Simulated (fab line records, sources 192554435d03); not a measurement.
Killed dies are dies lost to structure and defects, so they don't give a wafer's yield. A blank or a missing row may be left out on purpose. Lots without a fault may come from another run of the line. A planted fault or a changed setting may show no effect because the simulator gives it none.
fab line records | flow n5_finfet
record lots=7 wafers=39
route steps=1938 shown FIN_SAQP@96 DUMMY_GATE@228
start_h: hours from the record's first day to the start of the lot's first wafer shown | wait_h: hours since the lot's step before | " the same as in the row above | L1.1+2: a row that stands for several wafers | - no value, or no start given | * or withheld: withheld | < > ~ a bound
route shown NAME@n: a module of which the file shows steps, and the number in the route of the first | usual: mean/standard deviation of fault-free wafers | same: alike in all rows | chamber/n: place in a boat | sites: the reading at each site | _std_site: their standard deviation | _edge_site: outer sites' mean less inner sites' | radius_mm: how far each site lies from the wafer's centre | mask NAME#n: copy n | behind: the tool/chamber that last shaped the wafer | hold: why the lot was held/for how many hours/how that ended | device: the transistor (n, p or np) that didn't switch | end of line: the same wafers' tests at the end of the route | a step without rows: its recipe alone | killed: dies lost to structure and defects at the first sort, not the wafer's yield | map: a wafer's dies, x killed, . not, _ none there
set.NAME: the setting as run; set.NAME@STEP: as run at that earlier step | model.NAME: the simulator's own value behind a step, which no gauge read
lots whose settings were changed on purpose; a table a step, a row a wafer
## steps
# step N5_FIN_SAQP_HM_DEP_03
# recipe material=SiNx target_thk_a=380 temp_c=400 precursor=SiH4/NH3/N2 pressure_torr=1.5 rf_w=300 time_s=33.6
# columns lot.wafer tool chamber start_h wait_h set.target_thk_a model.SiNx_of_FIN_SAQP_HM_DEP_03.thk_nm
L077.1 pecvd-01 1 39.23 0.2 414.1 41.03
L077.2 " 2 " " 380 37.69
L077.3 " 0 " " 414.1 41.51
L077.4 " 2 " " 380 38.86
L077.5 " 0 " " 414.1 41.8
L077.6 " 1 " " 380 37.72
L078.1 pecvd-01 1 46.22 0.2 353.2 34.49
L078.2 " 2 " " 353.2 34.84
L078.3 " 0 " " 380 37.35
L078.4 " 0 " " 380 37.82
L078.5 " 1 " " 353.2 34.86
L078.6 " 2 " " 380 38.47
L080.1 pecvd-03 2 57.12 0.2 399.4 39.64
L080.2 " 0 " " 399.4 39.67
L080.3 " 1 " " 380 37.87
L080.4 " 0 " " 399.4 40.69
L080.5 " 2 " " 380 38.27
L080.6 " 1 " " 380 38.42
L087.1 pecvd-01 1 100.22 0.2 410 40.05
L087.2 " 2 " " 380 38.16
L087.3 " 0 " " 410 40.52
L087.4 " 1 " " 380 38.29
L087.5 " 2 " " 380 38.71
L087.6 " 0 " " 410 41.32
L089.1 pecvd-01 2 111.39 0.2 380 37.99
L089.2 " 1 " " 405.3 39.78
L089.3 " 0 " " 380 37.83
L089.4 " 1 " " 405.3 40.59
L089.5 " 0 " " 380 37.88
L089.6 " 2 " " 405.3 41.02
L092.1 pecvd-02 2 128.37 0.2 430.7 42.51
L092.2 " 1 " " 430.7 43.02
L092.3 " 0 " " 380 37.28
L092.4 " 1 " " 380 38.15
L092.5 " 0 " " 430.7 43.41
L092.6 " 2 " " 380 38.33
L094.3 pecvd-01 0 140.88 0.1 380 37.71
L094.4 " 1 " " 380 37.39
L094.6 " 0 " " 380 37.92
# step N5_FIN_SAQP_THK_MEAS_05
# usual thk_nm=37.7/0.54
# columns lot.wafer tool chamber start_h wait_h set.target_thk_a@FIN_SAQP_HM_DEP_03 thk_nm
L077.1 film_metro-02 - 39.32 0.1 414.1 41.0
L077.2 " - " " 380 37.7
L077.3 " - " " 414.1 41.5
L077.4 " - " " 380 38.8
L077.5 " - " " 414.1 41.8
L077.6 " - " " 380 37.7
L078.1 film_metro-02 - 46.31 0.1 353.2 34.5
L078.2 " - " " 353.2 34.9
L078.3 " - " " 380 37.3
L078.4 " - " " 380 37.8
L078.5 " - " " 353.2 34.9
L078.6 " - " " 380 38.5
L080.1 film_metro-01 - 57.21 0.1 399.4 39.6
L080.2 " - " " 399.4 39.7
L080.3 " - " " 380 37.9
L080.4 " - " " 399.4 40.7
L080.5 " - " " 380 38.3
L080.6 " - " " 380 38.4
L087.1 film_metro-02 - 100.30 0.1 410 40.0
L087.2 " - " " 380 38.2
L087.3 " - " " 410 40.5
L087.4 " - " " 380 38.3
L087.5 " - " " 380 38.7
L087.6 " - " " 410 41.3
L089.1 film_metro-02 - 111.48 0.1 380 38.0
L089.2 " - " " 405.3 39.8
L089.3 " - " " 380 37.8
L089.4 " - " " 405.3 40.6
L089.5 " - " " 380 37.9
L089.6 " - " " 405.3 41.0
L092.1 film_metro-01 - 128.46 0.1 430.7 42.5
L092.2 " - " " 430.7 43.0
L092.3 " - " " 380 37.3
L092.4 " - " " 380 38.2
L092.5 " - " " 430.7 43.4
L092.6 " - " " 380 38.3
L094.3 film_metro-02 - 140.97 0.1 380 37.8
L094.4 " - " " 380 37.4
L094.6 " - " " 380 37.9
# step N5_FIN_SAQP_PECVD_47
# recipe material=a-Si target_thk_a=450 temp_c=400 precursor=SiH4/He pressure_torr=3 rf_w=100 time_s=36.3
# step N5_FIN_SAQP_PECVD_48
# recipe material=SiNx target_thk_a=250 temp_c=400 precursor=SiH4/NH3/N2 pressure_torr=1.5 rf_w=300 time_s=22.1
# step N5_FIN_SAQP_ETCH_57
# recipe chemistry=CH3F/O2 target=SiNx mask_material=SiO2 target_depth_a=325 time_s=46.4 pressure_mtorr=30 source_w=395 bias_w=73 Ar_flow_sccm=150 CH3F_flow_sccm=30 O2_flow_sccm=20 ion_energy_ev=120 ends=cleared
# step N5_FIN_SAQP_ETCH_65
# recipe chemistry=CF4 target=SiO2 target_depth_a=40 ion_energy_ev=350 time_s=4.4 pressure_mtorr=10 icp_w=800 bias_w=400 cf4_flow_sccm=80
# step N5_FIN_SAQP_MANDREL_ETCH_58
# recipe chemistry=HBr/Cl2 target=a-Si target_depth_a=450 bt_time_s=10 stop_on=SiNx mask_material=SiO2 over_etch_frac=0.8 time_s=27 pressure_mtorr=10 icp_w=800 bias_w=75 HBr_flow_sccm=150 Cl2_flow_sccm=80 ends=end_point
# columns lot.wafer tool chamber start_h wait_h set.target_thk_a@FIN_SAQP_HM_DEP_03 model.SiNx_of_FIN_SAQP_HM_DEP_03.thk_nm
L077.1 rie_si-03 2 42.86 0.0 414.1 41.03
L077.2 " 3 " " 380 37.69
L077.3 " 0 " " 414.1 41.51
L077.4 " 1 " " 380 38.8
L077.5 " 0 " " 414.1 41.8
L077.6 " 1 " " 380 37.6
L078.1 rie_si-03 2 51.33 0.0 353.2 34.49
L078.2 " 0 " " 353.2 34.84
L078.3 " 3 " " 380 37.35
L078.4 " 1 " " 380 37.8
L078.5 " 0 " " 353.2 34.86
L078.6 " 1 " " 380 38.4
L080.1 rie_si-03 3 60.35 0.0 399.4 39.64
L080.2 " 0 " " 399.4 39.67
L080.3 " 1 " " 380 37.8
L080.4 " 2 " " 399.4 40.69
L080.5 " 0 " " 380 38.27
L080.6 " 1 " " 380 38.4
L087.1 rie_si-03 3 103.26 0.0 410 40.05
L087.2 " 1 " " 380 38
L087.3 " 0 " " 410 40.52
L087.4 " 2 " " 380 38.29
L087.5 " 1 " " 380 38.6
L087.6 " 0 " " 410 41.32
L089.1 rie_si-04 3 114.46 0.0 380 37.99
L089.2 " 1 " " 405.3 39.8
L089.3+5 " 0 " " 380 37.8
L089.4 " 2 " " 405.3 40.4
L089.6 " 1 " " 405.3 41
L092.1 rie_si-04 0 131.44 0.0 430.7 42.4
L092.2 " 1 " " 430.7 43
L092.3 " 3 " " 380 37.28
L092.4 " 1 " " 380 38
L092.5 " 3 " " 430.7 43.41
L092.6 " 0 " " 380 38.2
L094.3 rie_si-01 1 144.59 0.0 380 37.71
L094.4 " 3 " " 380 37.4
L094.6 " 3 " " 380 37.8
# step N5_FIN_SAQP_RECESS_63
# recipe chemistry=HF/NH3 target=SiO2 target_depth_a=180 afs_cycles=3 temp_c=30 sublimation_temp_c=180 sublimation_time_s=60
# step N5_FIN_SAQP_COAT_68
# recipe resist=SOC temp_c=250 time_s=60 spin_rpm=1500 resist_thk_nm=100
# step N5_FIN_SAQP_MANDREL2_REMOVE_60
# recipe chemistry=HBr/Cl2/O2 bt_time_s=10 target=a-Si stop_on=SiNx endpoint=OES-SiCl over_etch_frac=1 icp_w=600 bias_w=22 HBr_flow_sccm=150 Cl2_flow_sccm=80 O2_flow_sccm=5 pressure_mtorr=10
# step N5_FIN_SAQP_HM_OPEN_33
# recipe chemistry=CH3F/O2 target=SiNx mask_material=SiO2 target_depth_a=494 time_s=70.6 pressure_mtorr=30 source_w=395 bias_w=73 Ar_flow_sccm=150 CH3F_flow_sccm=30 O2_flow_sccm=20 ion_energy_ev=120 ends=cleared
# usual etch_rf_on_time_s=69.0/1.6
# columns lot.wafer tool chamber start_h wait_h set.target_thk_a@FIN_SAQP_HM_DEP_03 etch_rf_on_time_s model.etch.depth_nm
L077.1 rie_diel-02 0 44.61 0.0 414.1 72.8 40.41
L077.2 " 1 " " 380 68.2 37.06
L077.3 " 3 " " 414.1 74.3 40.88
L077.4 " 1 " " 380 70.6 38.13
L077.5 " 3 " " 414.1 74.6 41.17
L077.6 " 0 " " 380 66.7 36.99
L078.1 rie_diel-05 0 53.33 0.0 353.2 65.3 33.86
L078.2 " 1 " " 353.2 64.9 34.22
L078.3 " 3 " " 380 70.4 36.72
L078.4 " 2 " " 380 70.6 37.09
L078.5 " 1 " " 353.2 64.7 34.23
L078.6 " 2 " " 380 73.0 37.74
L080.1 rie_diel-06 1 61.94 0.0 399.4 72.8 39.01
L080.2 " 2 " " 399.4 72.7 39.05
L080.3 " 3 " " 380 71.0 37.14
L080.4 " 0 " " 399.4 73.1 40.06
L080.5 " 1 " " 380 70.2 37.65
L080.6 " 2 " " 380 69.9 37.69
L087.1 rie_diel-02 1 105.58 0.0 410 73.9 39.42
L087.2 " 2 " " 380 70.7 37.43
L087.3 " 3 " " 410 73.5 39.89
L087.4 " 0 " " 380 67.6 37.66
L087.5 " 1 " " 380 70.6 37.98
L087.6 " 0 " " 410 73.8 40.7
L089.1 rie_diel-02 2 116.23 0.0 380 69.7 37.36
L089.2 " 3 " " 405.3 72.1 39.08
L089.3 " 0 " " 380 67.9 37.17
L089.4 " 1 " " 405.3 74.6 39.87
L089.5 " 3 " " 380 68.3 37.22
L089.6 " 0 " " 405.3 73.2 40.33
L092.1 rie_diel-06 3 132.84 0.0 430.7 80.5 41.85
L092.2 " 0 " " 430.7 78.0 42.32
L092.3 " 2 " " 380 68.3 36.65
L092.4 " 1 " " 380 69.9 37.46
L092.5 " 0 " " 430.7 79.1 42.78
L092.6 " 1 " " 380 70.3 37.67
L094.3 rie_diel-06 1 145.99 0.0 380 68.7 37.08
L094.4 " 3 " " 380 70.1 36.68
L094.6 " 0 " " 380 67.7 37.21
# step N5_FIN_SAQP_ETCH_34
# recipe chemistry=C4F6/O2 target=SiO2 target_depth_a=450 time_s=15 ion_energy_ev=250 pressure_mtorr=30 source_w=345 bias_w=185 Ar_flow_sccm=300 C4F6_flow_sccm=10 O2_flow_sccm=10 ends=cleared
# step N5_FIN_SAQP_STRIP_77
# recipe chemistry=N2/H2 time_s=90 power_w=100 temp_c=40 pressure_mtorr=100 rf_frequency_hz=6e+07 bias_power_w=3 n2_flow_sccm=300 h2_flow_sccm=300
# step N5_FIN_SAQP_ETCH_64
# recipe chemistry=CF4 target=SiO2 target_depth_a=15 ion_energy_ev=350 pressure_mtorr=10 icp_w=800 bias_w=400 cf4_flow_sccm=80
# step N5_FIN_SAQP_FIN_ETCH_36
# recipe chemistry=HBr/Cl2/O2 target_depth_a=1200 mask_material=SiNx time_s=50.4 bias_w=102 pressure_mtorr=10 icp_w=800 HBr_flow_sccm=150 Cl2_flow_sccm=80 O2_flow_sccm=12
# columns lot.wafer tool chamber start_h wait_h set.target_thk_a@FIN_SAQP_HM_DEP_03 model.SiNx_of_FIN_SAQP_HM_DEP_03.thk_nm
L077.1 rie_si-04 0 44.89 0.0 414.1 24.2
L077.2+6 " 2 " " 380 21
L077.3 " 3 " " 414.1 24.8
L077.4 " 1 " " 380 22
L077.5 " 1 " " 414.1 25
L078.1 rie_si-03 3 53.62 0.0 353.2 17.6
L078.2 " 0 " " 353.2 18.2
L078.3 " 1 " " 380 20.2
L078.4 " 2 " " 380 21
L078.5 " 1 " " 353.2 17.8
L078.6 " 2 " " 380 21.8
L080.1 rie_si-01 3 62.23 0.0 399.4 22.8
L080.2 " 1 " " 399.4 23
L080.3 " 2 " " 380 20.8
L080.4 " 0 " " 399.4 24
L080.5 " 2 " " 380 21.4
L080.6 " 1 " " 380 21.6
L087.1 rie_si-03 3 105.88 0.0 410 23.2
L087.2 " 1 " " 380 20.8
L087.3 " 0 " " 410 24
L087.4 " 2 " " 380 21.8
L087.5 " 0 " " 380 22
L087.6 " 3 " " 410 24.4
L089.1 rie_si-03 3 116.52 0.0 380 21.2
L089.2 " 2 " " 405.3 23.2
L089.3 " 0 " " 380 21.4
L089.4 " 1 " " 405.3 23.4
L089.5 " 1 " " 380 21
L089.6 " 0 " " 405.3 24.4
L092.1 rie_si-03 3 133.13 0.0 430.7 25.8
L092.2 " 1 " " 430.7 26
L092.3 " 0 " " 380 20.8
L092.4 " 2 " " 380 21.6
L092.5 " 1 " " 430.7 26.4
L092.6 " 2 " " 380 21.8
L094.3 rie_si-01 1 146.28 0.0 380 21.2
L094.4 " 0 " " 380 20.4
L094.6 " 0 " " 380 21
# step N5_DUMMY_GATE_EXPOSE_12
# recipe mask_id=GATE na=0.33 source_shape=annular sigma_inner=0.2 sigma_outer=0.6 polarization=unpolarized target_cd_nm=25 dose_mj=34
# columns lot.wafer tool chamber start_h wait_h mask set.dose_mj
L077.1+3+4 euv_scanner-01 0 64.92 - GATE#0 33.3
L077.2+5+6 " 0 " " GATE#0 34
L078.1+2+3 euv_scanner-01 0 72.63 - GATE#0 31.53
L078.4+5+6 " 0 " " GATE#0 34
L080.1+4+6 euv_scanner-01 0 81.53 - GATE#0 33.16
L080.2+3+5 " 0 " " GATE#0 34
L087.1+4+6 euv_scanner-02 0 131.37 - GATE#0 34
L087.2+3+5 " 0 " " GATE#0 31.56
L089.1+4+6 euv_scanner-01 0 139.18 - GATE#0 35.96
L089.2+3+5 " 0 " " GATE#0 34
L092.1+2+4 euv_scanner-02 0 154.40 - GATE#0 36.18
L092.3+5+6 " 0 " " GATE#0 34
L094.3+4+6 euv_scanner-02 0 165.59 - GATE#0 34
# step N5_DUMMY_GATE_PEB_13
# recipe peb_temp_c=100 peb_time_s=60 resist=CAR-EUV
# step N5_DUMMY_GATE_DEVELOP_14
# recipe develop_time_s=30 developer=TMAH resist=CAR-EUV rinse_liquid=surfactant_rinse dry=air_spin dev_temp_c=23
# step N5_DUMMY_GATE_CD_MEAS_15
# recipe target_cd_nm=25.8 landing_energy_ev=500 detector=se_inlens
# usual cd_nm=25.05/0.21
# columns lot.wafer tool chamber start_h wait_h set.dose_mj@DUMMY_GATE_EXPOSE_12 cd_nm
L077.1 cd_sem-03 0 65.05 - 33.3 25.23
L077.2 " 0 " " 34 24.83
L077.3 " 0 " " 33.3 25.37
L077.4 " 0 " " 33.3 25.46
L077.5 " 0 " " 34 25.16
L077.6 " 0 " " 34 25.05
L078.1 cd_sem-01 0 72.76 - 31.53 26.61
L078.2 " 0 " " 31.53 26.93
L078.3 " 0 " " 31.53 26.57
L078.4 " 0 " " 34 25.20
L078.5 " 0 " " 34 25.34
L078.6 " 0 " " 34 24.93
L080.1 cd_sem-01 0 81.66 - 33.16 25.42
L080.2 " 0 " " 34 25.19
L080.3 " 0 " " 34 24.53
L080.4 " 0 " " 33.16 25.56
L080.5 " 0 " " 34 24.87
L080.6 " 0 " " 33.16 25.38
L087.1 cd_sem-02 0 131.50 - 34 25.17
L087.2 " 0 " " 31.56 26.65
L087.3 " 0 " " 31.56 26.56
L087.4 " 0 " " 34 25.03
L087.5 " 0 " " 31.56 26.48
L087.6 " 0 " " 34 25.24
L089.1 cd_sem-02 0 139.30 - 35.96 23.74
L089.2 " 0 " " 34 24.56
L089.3 " 0 " " 34 25.07
L089.4 " 0 " " 35.96 24.00
L089.5 " 0 " " 34 24.75
L089.6 " 0 " " 35.96 23.94
L092.1 cd_sem-03 0 154.53 - 36.18 24.13
L092.2 " 0 " " 36.18 24.00
L092.3 " 0 " " 34 24.69
L092.4 " 0 " " 36.18 23.99
L092.5 " 0 " " 34 25.14
L092.6 " 0 " " 34 24.78
L094.3 cd_sem-02 0 165.71 - 34 25.23
L094.4 " 0 " " 34 24.84
L094.6 " 0 " " 34 24.76
# step N5_DUMMY_GATE_STRIP_38
# recipe chemistry=N2/H2 temp_c=40 n2_flow_sccm=200 h2_flow_sccm=200 rf_frequency_hz=6e+07
# step N5_DUMMY_GATE_STRIP_39
# recipe chemistry=N2/H2 temp_c=40 n2_flow_sccm=200 h2_flow_sccm=200 rf_frequency_hz=6e+07
# step N5_DUMMY_GATE_TRIM_49
# recipe chemistry=O2 resist=SOC time_s=29 target_cd_nm=14 source_power_w=300 bias_power_w=0 O2_flow_sccm=100 temp_c=20
# columns lot.wafer tool chamber start_h wait_h set.dose_mj@DUMMY_GATE_EXPOSE_12 model.DUMMY_GATE.cd_nm
L077.1 rie_si-06 1 65.42 0.0 33.3 14.8
L077.2 " 2 " " 34 14
L077.3 " 0 " " 33.3 14.4
L077.4 " 3 " " 33.3 14.2
L077.5 " 2 " " 34 14.2
L077.6 " 1 " " 34 14.6
L078.1 rie_si-02 1 73.11 0.0 31.53 15.8
L078.2 " 3 " " 31.53 15.6
L078.3 " 2 " " 31.53 16
L078.4+6 " 0,1 " " 34 14.4
L078.5 " 2 " " 34 14.2
L080.1 rie_si-06 1 82.08 0.0 33.16 15
L080.2 " 3 " " 34 13.4
L080.3 " 2 " " 34 13.8
L080.4 " 0 " " 33.16 14.6
L080.5 " 0 " " 34 14
L080.6 " 3 " " 33.16 14
L087.1+4 rie_si-02 3,0 131.91 0.0 34 13.8
L087.2 " 1 " " 31.56 15.8
L087.3 " 2 " " 31.56 15.6
L087.5 " 0 " " 31.56 15.2
L087.6 " 3 " " 34 14
L089.1+6 rie_si-05 3,0 139.66 0.0 35.96 12.6
L089.2 " 1 " " 34 13.6
L089.3+5 " 0,3 " " 34 13.2
L089.4 " 2 " " 35.96 12.8
L092.1+2 rie_si-05 1,2 154.88 0.0 36.18 13
L092.3 " 3 " " 34 13.8
L092.4 " 2 " " 36.18 12.6
L092.5 " 1 " " 34 14.2
L092.6 " 3 " " 34 13.6
L094.3+4+6 rie_si-05 1,1,3 166.06 0.0 34 13.8
# step N5_DUMMY_GATE_STRIP_40
# recipe chemistry=CF4 resist=SiARC power_w=300 bias_power_w=75 pressure_mtorr=50 cf4_flow_sccm=150 rf_frequency_hz=6e+07
# step N5_DUMMY_GATE_CD_MEAS_50
# recipe target_cd_nm=14
# usual cd_nm=14.0/0.34
# columns lot.wafer tool chamber start_h wait_h set.dose_mj@DUMMY_GATE_EXPOSE_12 cd_nm
L077.1 cd_sem-01 - 65.57 0.0 33.3 14.6
L077.2 " - " " 34 14.0
L077.3 " - " " 33.3 14.4
L077.4 " - " " 33.3 14.2
L077.5 " - " " 34 14.3
L077.6 " - " " 34 14.7
L078.1 cd_sem-02 - 73.26 0.0 31.53 15.7
L078.2 " - " " 31.53 15.2
L078.3 " - " " 31.53 16.0
L078.4 " - " " 34 14.4
L078.5 " - " " 34 14.4
L078.6 " - " " 34 14.3
L080.1 cd_sem-02 - 82.23 0.0 33.16 15.1
L080.2 " - " " 34 13.2
L080.3 " - " " 34 13.7
L080.4 " - " " 33.16 14.7
L080.5 " - " " 34 14.1
L080.6 " - " " 33.16 14.1
L087.1 cd_sem-02 - 132.06 0.0 34 14.0
L087.2 " - " " 31.56 15.7
L087.3 " - " " 31.56 15.4
L087.4 " - " " 34 13.8
L087.5 " - " " 31.56 15.5
L087.6 " - " " 34 13.6
L089.1 cd_sem-03 - 139.81 0.0 35.96 12.7
L089.2 " - " " 34 13.5
L089.3 " - " " 34 13.3
L089.4 " - " " 35.96 12.7
L089.5 " - " " 34 13.4
L089.6 " - " " 35.96 12.5
L092.1 cd_sem-02 - 155.10 0.0 36.18 12.8
L092.2 " - " " 36.18 12.6
L092.3 " - " " 34 13.7
L092.4 " - " " 36.18 13.0
L092.5 " - " " 34 14.2
L092.6 " - " " 34 13.8
L094.3 cd_sem-03 - 166.21 0.0 34 14.0
L094.4 " - " " 34 14.0
L094.6 " - " " 34 14.0
# step N5_DUMMY_GATE_ETCH_44
# recipe chemistry=HBr/O2 over_etch_frac=0.7 target_depth_a=1275 stop_on=SiO2 ion_energy_ev=60 bias_w=20 target=poly-Si mask_material=SiO2 pressure_mtorr=20 icp_w=400 HBr_flow_sccm=120 O2_flow_sccm=10
# columns lot.wafer tool chamber start_h wait_h set.target_depth_a set.dose_mj@DUMMY_GATE_EXPOSE_12 model.DUMMY_GATE.cd_nm
L077.1 rie_si-06 0 65.99 0.0 1135 33.3 15.8
L077.2 " 3 " " 1135 34 15.2
L077.3 " 1 " " 1275 33.3 15
L077.4 " 2 " " 1135 33.3 15
L077.5 " 2 " " 1275 34 14.6
L077.6 " 1 " " 1275 34 15.4
L078.1 rie_si-05 2 73.65 0.0 1122 31.53 16.8
L078.2 " 3 " " 1122 31.53 16.6
L078.3 " 1 " " 1275 31.53 17.2
L078.4 " 0 " " 1275 34 15.6
L078.5 " 1 " " 1275 34 15.4
L078.6 " 2 " " 1122 34 15.4
L080.1 rie_si-05 0 82.61 0.0 1389 33.16 15.6
L080.2 " 2 " " 1275 34 14.2
L080.3 " 3 " " 1389 34 14.4
L080.4 " 1 " " 1389 33.16 15.4
L080.5 " 1 " " 1275 34 15
L080.6 " 0 " " 1275 33.16 14.8
L087.1 rie_si-06 3 132.44 0.0 1275 34 15.2
L087.2 " 1 " " 1275 31.56 17
L087.3+5 " 0,3 " " 1275 31.56 16.6
L087.4+6 " 2,0 " " 1275 34 15
L089.1 rie_si-05 2 140.20 0.0 1275 35.96 13.8
L089.2 " 0 " " 1217 34 15
L089.3 " 1 " " 1217 34 14.6
L089.4 " 3 " " 1275 35.96 14
L089.5 " 1 " " 1275 34 14.4
L089.6 " 0 " " 1217 35.96 13.8
L092.1 rie_si-06 3 155.49 0.0 1275 36.18 14.2
L092.2 " 1 " " 1215 36.18 13.8
L092.3 " 0 " " 1215 34 14.4
L092.4 " 2 " " 1275 36.18 13.6
L092.5 " 0 " " 1215 34 14.8
L092.6 " 3 " " 1275 34 14.6
L094.3+4 rie_si-02 3,2 166.59 0.0 1275 34 14.8
L094.6 " 0 " " 1275 34 15
## key
split step=N5_FIN_SAQP_HM_DEP_03 setting=target_thk_a stated=380 by=wafer
response step=N5_FIN_SAQP_HM_DEP_03 reading=model.SiNx_of_FIN_SAQP_HM_DEP_03.thk_nm change=+0.372 per=1% r=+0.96
response step=N5_FIN_SAQP_THK_MEAS_05 reading=thk_nm change=* per=1% r=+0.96
response step=N5_FIN_SAQP_MANDREL_ETCH_58 reading=model.SiNx_of_FIN_SAQP_HM_DEP_03.thk_nm change=+0.375 per=1% r=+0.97
response step=N5_FIN_SAQP_HM_OPEN_33 reading=etch_rf_on_time_s change=* per=1% r=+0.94
response step=N5_FIN_SAQP_HM_OPEN_33 reading=model.etch.depth_nm change=+0.373 per=1% r=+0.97
response step=N5_FIN_SAQP_FIN_ETCH_36 reading=model.SiNx_of_FIN_SAQP_HM_DEP_03.thk_nm change=+0.361 per=1% r=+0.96
split step=N5_DUMMY_GATE_EXPOSE_12 setting=dose_mj stated=34 by=wafer
response step=N5_DUMMY_GATE_CD_MEAS_15 reading=cd_nm change=-0.18 per=1% r=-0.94
response step=N5_DUMMY_GATE_TRIM_49 reading=model.DUMMY_GATE.cd_nm change=-0.187 per=1% r=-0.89
response step=N5_DUMMY_GATE_CD_MEAS_50 reading=cd_nm change=-0.188 per=1% r=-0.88
response step=N5_DUMMY_GATE_ETCH_44 reading=model.DUMMY_GATE.cd_nm change=-0.178 per=1% r=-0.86
split step=N5_DUMMY_GATE_ETCH_44 setting=target_depth_a stated=1275 by=wafer
response none clear
